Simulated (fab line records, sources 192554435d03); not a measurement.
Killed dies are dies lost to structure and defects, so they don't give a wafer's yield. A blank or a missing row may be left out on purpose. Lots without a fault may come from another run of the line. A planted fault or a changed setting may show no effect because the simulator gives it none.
fab line records | flow n5_finfet
record lots=6 wafers=18 last_day=17
route steps=1938 shown BEOL_M15@1811 PASSIVATION@1936
lots that met no fault: from a run of the same line without faults
start_h: hours from the record's first day to the start of the lot's first wafer shown | wait_h: hours since the lot's step before | " the same as in the row above | L1.1+2: a row that stands for several wafers | - no value, or no start given | * or withheld: withheld | < > ~ a bound
route shown NAME@n: a module of which the file shows steps, and the number in the route of the first | usual: mean/standard deviation of fault-free wafers | same: alike in all rows | chamber/n: place in a boat | sites: the reading at each site | _std_site: their standard deviation | _edge_site: outer sites' mean less inner sites' | radius_mm: how far each site lies from the wafer's centre | mask NAME#n: copy n | behind: the tool/chamber that last shaped the wafer | hold: why the lot was held/for how many hours/how that ended | device: the transistor (n, p or np) that didn't switch | end of line: the same wafers' tests at the end of the route | a step without rows: its recipe alone | killed: dies lost to structure and defects at the first sort, not the wafer's yield | map: a wafer's dies, x killed, . not, _ none there
set.NAME: the setting as run; set.NAME@STEP: as run at that earlier step | model.NAME: the simulator's own value behind a step, which no gauge read
lots at some steps of the route; a table a step, a row a wafer
services: from which hour (start_h, from the record's first day; less than 0 if before it) a tool's chamber was out of use, for how many hours, and why
## steps
# step N5_BEOL_M15_STRIP_36
# recipe chemistry=O2 power_w=600 temp_c=60 pressure_mtorr=30 rf_frequency_hz=6e+07 bias_power_w=0 overash_fraction=0.3 o2_flow_sccm=225
# step N5_BEOL_M15_STRIP_62
# recipe chemistry=O2 power_w=600 temp_c=60 pressure_mtorr=30 rf_frequency_hz=6e+07 bias_power_w=0 overash_fraction=0.3 o2_flow_sccm=225
# step N5_BEOL_M15_STRIP_37
# recipe chemistry=O2 power_w=600 temp_c=60 pressure_mtorr=30 rf_frequency_hz=6e+07 bias_power_w=0 overash_fraction=0.3 o2_flow_sccm=225
# usual drypump_motor_current_A=5.49/0.26 oes_product_au=0.80/0.085 rf_vpp_V=3.7/0.68 showerhead_plenum_p_Torr=2.08/0.067 temp_c=59.99/0.12 throttle_valve_pct=16.62/0.21
# columns lot.wafer tool chamber start_h wait_h drypump_motor_current_A oes_product_au rf_hours_counter_h rf_vpp_V showerhead_plenum_p_Torr temp_c throttle_valve_pct
L338.1 rie_diel-02 3 - - 5.34 0.73 181 3.2 2.00 59.74 16.76
L338.4 " 1 " " 5.63 0.79 86 4.5 2.03 59.97 16.69
L338.6 " 2 " " 5.84 0.81 - 4.3 2.12 59.98 16.32
L339.1 rie_diel-02 0 - - 5.10 0.93 9 3.5 2.16 60.04 16.44
L339.4 " 2 " " 5.85 0.82 107 3.2 2.12 59.93 16.31
L339.5 " 3 " " 5.33 0.73 - 4.8 2.00 60.04 16.78
L352.2 rie_diel-01 3 - - 5.17 0.79 110 4.3 2.12 60.03 17.00
L352.3 " 1 " " 5.48 0.90 50 3.8 2.15 60.00 16.32
L352.6 " 0 " " 5.42 0.71 - 4.4 2.00 60.02 16.89
L354.2 rie_diel-01 2 - - 5.78 0.89 37 3.3 2.14 59.94 16.79
L354.3 " 3 " " 5.14 0.80 115 3.1 2.11 60.19 17.01
L354.5 " 1 " " 5.46 0.87 - 2.3 2.14 59.89 16.29
L355.3 rie_diel-02 1 - - 5.67 0.76 126 4.1 2.01 60.02 16.74
L355.4 " 0 " " 5.11 0.85 44 4.4 2.15 60.10 16.50
L355.5 " 1 " " 5.67 0.77 - 3.2 2.01 60.13 16.76
L356.1 rie_diel-02 1 - - 5.67 0.76 128 4.3 2.01 60.17 16.75
L356.2 " 0 " " 5.12 0.86 45 3.5 2.15 60.07 16.50
L356.4 " 3 " " 5.33 0.70 219 4.0 1.99 60.02 16.82
# step N5_BEOL_M15_ETCH_38
# recipe chemistry=CF4/N2 target=SiCN target_depth_a=1064 taper_deg=2 time_s=120.5 ion_energy_ev=150 mask_material=SiO2 pressure_mtorr=40 source_w=430 bias_w=70 Ar_flow_sccm=100 cf4_flow_sccm=60 n2_flow_sccm=60
# usual drypump_motor_current_A=5.49/0.26 mfc_ar_sccm=100.00/0.3 oes_product_au=0.81/0.083 rf_fwd_power_W=428.3/1.2 rf_vpp_V=381.9/1.6 showerhead_plenum_p_Torr=2.19/0.065 throttle_valve_pct=15.35/0.23
# columns lot.wafer tool chamber start_h wait_h drypump_motor_current_A mfc_ar_sccm oes_product_au rf_fwd_power_W rf_hours_counter_h rf_vpp_V showerhead_plenum_p_Torr throttle_valve_pct
L338.1 rie_diel-02 3 - - 5.35 100.45 0.74 430.2 181 380.2 2.10 15.51
L338.4 " 1 " " 5.68 100.29 0.82 428.7 86 381.6 2.13 15.40
L338.6 " 2 " " 5.83 99.70 0.80 430.1 - 382.8 2.22 15.04
L339.1 rie_diel-02 0 - - 5.11 99.83 0.94 429.0 9 383.1 2.25 15.08
L339.4 " 2 " " 5.83 99.97 0.80 426.7 107 381.1 2.22 15.06
L339.5 " 3 " " 5.32 100.04 0.74 427.4 - 379.3 2.10 15.52
L352.2 rie_diel-01 3 - - 5.16 100.60 0.77 426.3 110 382.6 2.22 15.71
L352.3 " 1 " " 5.47 100.16 0.89 430.1 50 383.7 2.24 14.99
L352.6 " 0 " " 5.43 99.80 0.73 430.0 - 379.8 2.10 15.61
L354.2 rie_diel-01 2 - - 5.78 99.77 0.88 430.2 37 383.4 2.25 15.58
L354.3 " 3 " " 5.17 99.68 0.77 426.1 115 383.1 2.22 15.73
L354.5 " 1 " " 5.46 99.32 0.87 428.9 - 382.3 2.24 15.02
L355.3 rie_diel-02 1 - - 5.65 100.15 0.77 430.5 127 380.1 2.12 15.48
L355.4 " 0 " " 5.09 100.11 0.85 428.6 44 383.6 2.23 15.13
L355.5 " 1 " " 5.67 100.26 0.77 428.6 - 380.7 2.12 15.49
L356.1 rie_diel-02 1 - - 5.65 99.92 0.79 430.8 128 380.6 2.12 15.50
L356.2 " 0 " " 5.08 99.30 0.87 428.4 45 384.5 2.23 15.16
L356.4 " 3 " " 5.35 99.75 0.71 428.6 219 380.0 2.09 15.59
# step N5_BEOL_M15_PRECLEAN_39
# recipe chemistry=residue_remover time_s=60 temp_c=40
# step N5_BEOL_M15_SRD_40
# recipe time_s=30 temp_c=23 rinse_liquid=diw dry=n2_spin spin_rpm=1500 dry_time_s=30
# step N5_BEOL_M15_DEGAS_41
# recipe ambient=vacuum temp_c=300 time_s=60
# step N5_BEOL_M15_PRE_CLEAN_42
# recipe gas=H2/He time_s=30 temp_c=300
# usual heater_power_w=465/37
# columns lot.wafer tool chamber start_h wait_h heater_power_w
L338.1 pvd_sputter-01 - 266.95 0.0 491
L338.4 " - " " 439
L338.6 " - " " 494
L339.1 pvd_sputter-03 - 278.18 0.0 524
L339.4 " - " " 527
L339.5 " - " " 487
L352.2 pvd_sputter-03 - 364.52 0.0 480
L352.3 " - " " 516
L352.6 " - " " 512
L354.2 pvd_sputter-02 - 382.75 0.0 418
L354.3 " - " " 442
L354.5 " - " " 424
L355.3 pvd_sputter-03 - 389.82 0.0 418
L355.4 " - " " 523
L355.5 " - " " 494
L356.1 pvd_sputter-02 - 391.89 0.0 418
L356.2 " - " " 502
L356.4 " - " " 428
# step N5_BEOL_M15_SPUTTER_43
# recipe material=TaN target_thk_a=150 temp_c=50 bias_v=168.6 power_w=15000 chamber_pressure_pa=0.12 time_s=24.19
# usual bias_v=168.5/1.7 cathode_dc_power_W=15000/2.6 throttle_valve_pct=30.0/0.98
# columns lot.wafer tool chamber start_h wait_h bias_v cathode_dc_power_W throttle_valve_pct
L338.1 pvd_sputter-01 - 266.99 0.0 170.6 15000 30.4
L338.4 " - " " 168.1 15001 30.3
L338.6 " - " " 174.3 14999 30.0
L339.1 pvd_sputter-03 - 278.22 0.0 170.3 15005 30.1
L339.4 " - " " 168.1 15002 30.2
L339.5 " - " " 167.4 15001 30.8
L352.2 pvd_sputter-03 - 364.56 0.0 170.4 15000 30.5
L352.3 " - " " 164.1 14995 30.1
L352.6 " - " " 166.7 14999 30.1
L354.2 pvd_sputter-02 - 382.79 0.0 169.2 14999 28.1
L354.3 " - " " 169.4 15000 30.4
L354.5 " - " " 167.4 15005 27.7
L355.3 pvd_sputter-03 - 389.86 0.0 170.3 15001 31.7
L355.4 " - " " 168.1 14998 30.0
L355.5 " - " " 169.4 15001 30.8
L356.1 pvd_sputter-02 - 391.93 0.0 167.5 14998 27.8
L356.2 " - " " 168.3 15003 29.2
L356.4 " - " " 168.9 14998 28.8
# step N5_BEOL_M15_SPUTTER_44
# recipe material=Ta target_thk_a=150 temp_c=50 bias_v=80 power_w=15000 chamber_pressure_pa=0.07 time_s=24.19
# step N5_BEOL_M15_SPUTTER_45
# recipe material=Cu target_thk_a=1000 temp_c=-20 bias_v=60 power_w=26000 chamber_pressure_pa=0.13 time_s=16.67
# step N5_BEOL_M15_ECD_47
# recipe material=Cu target_thk_a=18600
# step N5_BEOL_M15_ANNEAL_48
# recipe temp_c=225 time_s=90 ambient=N2
# usual wafer_temp_C_max=225.93/0.26
# columns lot.wafer tool chamber start_h wait_h wafer_temp_C_max
L338.1 rtp_anneal-02 0 268.56 1.2 221.39
L338.4 " 0 " " 221.92
L338.6 " 0 " " 221.70
L339.1 rtp_anneal-02 0 278.78 0.2 221.45
L339.4 " 0 " " 221.30
L339.5 " 0 " " 221.14
L352.2 rtp_anneal-01 0 365.13 0.2 225.61
L352.3 " 0 " " 225.59
L352.6 " 0 " " 226.00
L354.2 rtp_anneal-02 0 383.72 0.6 225.97
L354.3 " 0 " " 226.12
L354.5 " 0 " " 226.26
L355.3 rtp_anneal-01 0 390.47 0.2 225.78
L355.4 " 0 " " 225.60
L355.5 " 0 " " 225.83
L356.1 rtp_anneal-01 0 392.54 0.3 225.91
L356.2 " 0 " " 225.55
L356.4 " 0 " " 226.12
# step N5_BEOL_M15_CMP_49
# recipe stop_on=SiO2 t_overpolish_s=4.9 down_force_psi=2 platen_rpm=80 clearing_platen_down_force_psi=2 clearing_platen_rpm=80 post_cmp_clean=cu_alkaline target_thk_nm=850 clearing_platen_pad_velocity_m_s=1.5917 pad_velocity_m_s=1.5917
# usual barrier_field_endpoint_s=11.46/0.25 clearing_platen_rpm=80.01/0.044 motor_current_A=8.2/0.75 overpolish_run_s=4.900/0.0093
# columns lot.wafer tool chamber start_h wait_h barrier_field_endpoint_s clearing_platen_rpm motor_current_A overpolish_run_s
L338.1 cmp-02 1 268.87 0.3 11.46 80.02 8.0 4.889
L338.4 " 0 " " 12.04 80.00 10.0 4.907
L338.6 " 1 " " 11.38 80.06 7.9 4.894
L339.1 cmp-01 2 279.19 0.4 11.56 80.06 8.0 4.910
L339.4 " 3 " " 11.77 80.03 8.0 4.905
L339.5 " 2 " " 11.71 80.01 7.3 4.893
L352.3 cmp-03 2 365.71 0.5 11.52 80.07 7.6 4.891
L352.2 " 0 " " 11.24 80.01 9.3 4.887
L352.6 " 2 " " 11.40 79.99 7.3 4.897
L354.3 cmp-02 2 383.97 0.2 11.45 79.95 9.1 4.893
L354.2 " 0 " " 11.95 80.04 9.3 4.899
L354.5 " 2 " " 11.77 79.93 9.1 4.907
L355.3 cmp-02 3 390.67 0.2 11.44 80.03 8.2 4.906
L355.4 " 1 " " 11.61 80.00 8.3 4.896
L355.5 " 0 " " 11.49 79.90 9.2 4.904
L356.4 cmp-03 2 392.84 0.1 11.26 80.07 7.9 4.910
L356.2 " 0 " " 11.33 80.02 8.9 4.922
L356.1 " 1 " " 11.25 79.98 8.5 4.879
# step N5_PASSIVATION_PROBE_49
# usual defect_limited_yield=91.1/1.4 killed_at_M0_to_M3=34/11 killed_at_M4_up=14/5.7 killed_at_contacts=14/6.9 killed_at_front_end=40/11 killed_at_other=4/3.1 killed_dies=105/17 killed_open=70/13 killed_short=34/7.6 sort_bin_5_function=5.3/0.95 sort_bin_6_memory=3.3/0.64 sort_bin_8_speed=0.00/0.029 sort_n_pass=1075/17 sort_yield_pct=91.1/1.4
# same gross_dies=1180 killed_at_back_side=0 sort_bin_4_leakage[%]=0
# columns lot.wafer tool chamber start_h wait_h defect_limited_yield[%] killed_at_M0_to_M3 killed_at_M4_up killed_at_contacts killed_at_front_end killed_at_other killed_dies killed_open killed_short sort_bin_5_function[%] sort_bin_6_memory[%] sort_bin_8_speed[%] sort_n_pass sort_yield_pct[%]
L338.1 prober-01 - 284.83 0.0 90.8 33 31 6 35 3 108 74 33 5.3 3.6 0 1072 90.8
L338.4 prober-01 - 284.98 0.2 92.9 31 17 5 29 2 84 59 24 3.8 3.3 0 1096 92.9
L338.6 prober-01 - 285.08 0.3 92.5 29 11 2 44 3 89 61 28 4.9 2.5 0 1091 92.5
L339.1 prober-02 - 298.54 0.0 93.0 15 7 11 40 10 83 48 35 3.6 3.3 0 1097 93.0
L339.4 prober-02 - 298.69 0.2 92.8 22 13 9 31 10 85 50 33 4.4 2.0 0 1095 92.8
L339.5 prober-02 - 298.74 0.2 93.2 18 10 4 41 7 80 40 38 3.6 2.6 0 1100 93.2
L356.1 prober-01 - 410.97 0.0 90.2 25 23 25 41 2 116 76 39 5.5 3.8 0 1064 90.2
L356.2 prober-01 - 411.02 0.1 90.7 35 21 16 35 3 110 80 28 6.4 2.7 0 1070 90.7
L356.4 prober-01 - 411.12 0.2 90.2 24 18 16 53 5 116 81 33 5.8 3.7 0 1064 90.2
# killed by level:class
L338.1 BEOL_M4:geometric_particle:open=19 BEOL_M3:geometric_particle:open=11 FIN_SAQP:geometric_particle:short=8 BEOL_M0_SAQP:geometric_particle:open=8 FIN_SAQP:geometric_particle:open=5 STI_FIN_REVEAL:geometric_particle:open=5 DUMMY_GATE:geometric_particle:open=5 MOL_CONTACT_COAG:geometric_particle:open=5
L338.4 BEOL_M4:geometric_particle:open=11 FIN_SAQP:geometric_particle:open=8 BEOL_M1:geometric_particle:open=7 DUMMY_GATE:geometric_particle:open=6 BEOL_M0_SAQP:geometric_particle:open=5 BEOL_M3:geometric_particle:open=5 BEOL_M0_SAQP:geometric_particle:short=4 STARTING-WAFER:geometric_particle:open=4
L338.6 BEOL_M3:geometric_particle:open=8 BEOL_M4:geometric_particle:open=8 DUMMY_GATE:geometric_particle:open=7 FIN_SAQP:geometric_particle:open=6 STI_FIN_REVEAL:geometric_particle:open=6 STARTING-WAFER:geometric_particle:open=6 BEOL_M1:geometric_particle:open=6 BEOL_M0_SAQP:geometric_particle:short=4
L339.1 FIN_SAQP:geometric_particle:open=16 FIN_SAQP:geometric_particle:short=9 MOL_CONTACT_COAG:geometric_particle:open=7 BEOL_M0_SAQP:geometric_particle:open=5 MOL_CONTACT_COAG:geometric_particle:short=4 STARTING-WAFER:geometric_particle:open=4 STI_FIN_REVEAL:geometric_particle:open=3 BEOL_M0_SAQP:geometric_particle:short=3
L339.4 BEOL_M0_SAQP:geometric_particle:open=7 FIN_SAQP:geometric_particle:short=6 MOL_CONTACT_COAG:geometric_particle:open=6 FIN_SAQP:geometric_particle:open=5 STI_FIN_REVEAL:geometric_particle:open=5 MOL_CONTACT_COAG:geometric_particle:short=3 BEOL_M0_SAQP:geometric_particle:short=3 BEOL_M8:geometric_particle:open=3
L339.5 FIN_SAQP:geometric_particle:short=16 FIN_SAQP:geometric_particle:open=12 BEOL_M3:geometric_particle:open=4 BEOL_M0_SAQP:geometric_particle:short=4 MOL_CONTACT_COAG:geometric_particle:short=3 BEOL_M0:geometric_particle:open=3 BEOL_M1:geometric_particle:open=3 MIM_TOP_ETCH:geometric_particle:open=3
L356.1 MOL_CONTACT_COAG:geometric_particle:open=18 STI_FIN_REVEAL:geometric_particle:open=12 BEOL_M4:geometric_particle:open=8 MOL_CONTACT_COAG:geometric_particle:short=7 BEOL_M4:geometric_particle:short=6 FIN_SAQP:geometric_particle:short=5 DUMMY_GATE:geometric_particle:open=5 BEOL_M0_SAQP:geometric_particle:short=5
L356.2 MOL_CONTACT_COAG:geometric_particle:open=15 BEOL_M4:geometric_particle:open=13 BEOL_M0_SAQP:geometric_particle:open=10 STI_FIN_REVEAL:geometric_particle:open=9 FIN_SAQP:geometric_particle:short=8 BEOL_M1:geometric_particle:open=7 FIN_SAQP:geometric_particle:open=6 BEOL_M0_SAQP:geometric_particle:short=6
L356.4 STI_FIN_REVEAL:geometric_particle:open=26 MOL_CONTACT_COAG:geometric_particle:open=13 STI_FIN_REVEAL:geometric_particle:short=7 BEOL_M0_SAQP:geometric_particle:short=7 BEOL_M0_SAQP:geometric_particle:open=7 BEOL_M4:geometric_particle:open=7 GATE_CUT:geometric_particle:short=6 BEOL_M1:geometric_particle:open=4
## services
# columns tool chamber start_h hours kind
rie_diel-01 2 242.52 - clean
rie_diel-01 2 242.52 - consumable_replace:focus_ring
rie_diel-01 2 242.52 17.4 scheduled_down
rie_diel-01 2 242.52 17.4 vent_cycle
rie_diel-02 1 243.32 8.0 repair
pvd_sputter-03 - 244.92 5.7 repair
cmp-02 - 248.48 4.0 pm
cmp-02 - 252.48 - consumable_replace:conditioner
cmp-02 - 252.48 - consumable_replace:pad
cmp-03 - 255.72 0.7 repair
cmp-02 - 259.60 0.7 repair
cmp-03 - 284.42 4.0 pm
cmp-03 - 289.44 0.2 repair
cmp-01 - 295.21 4.1 pm
rie_diel-01 1 313.05 21.1 repair
rtp_anneal-02 - 313.88 7.3 pm
cmp-03 - 324.48 4.0 pm
cmp-01 - 324.88 0.4 repair
cmp-03 - 328.48 - consumable_replace:conditioner
cmp-03 - 328.48 - consumable_replace:pad
cmp-03 - 358.34 1.8 repair
cmp-01 - 361.87 4.0 pm
cmp-02 - 364.66 1.8 repair
cmp-01 - 365.87 - consumable_replace:conditioner
## key
first_sign step=N5_BEOL_M15_ANNEAL_48 reading=wafer_temp_C_max direction=down sigmas=17 usual=* struck=*
effect none on later readings
met_at N5_BEOL_M15_ANNEAL_48
struck_wafers L338.1,L338.4,L338.6,L339.1,L339.4,L339.5
fault kind=process_parameter_drift tool=rtp_anneal-02 chamber=- onset_h=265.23 steps=N5_BEOL_M15_ANNEAL_48 channel=temp_c offset=* shape=step end_h=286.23 acts_in=* stated=*
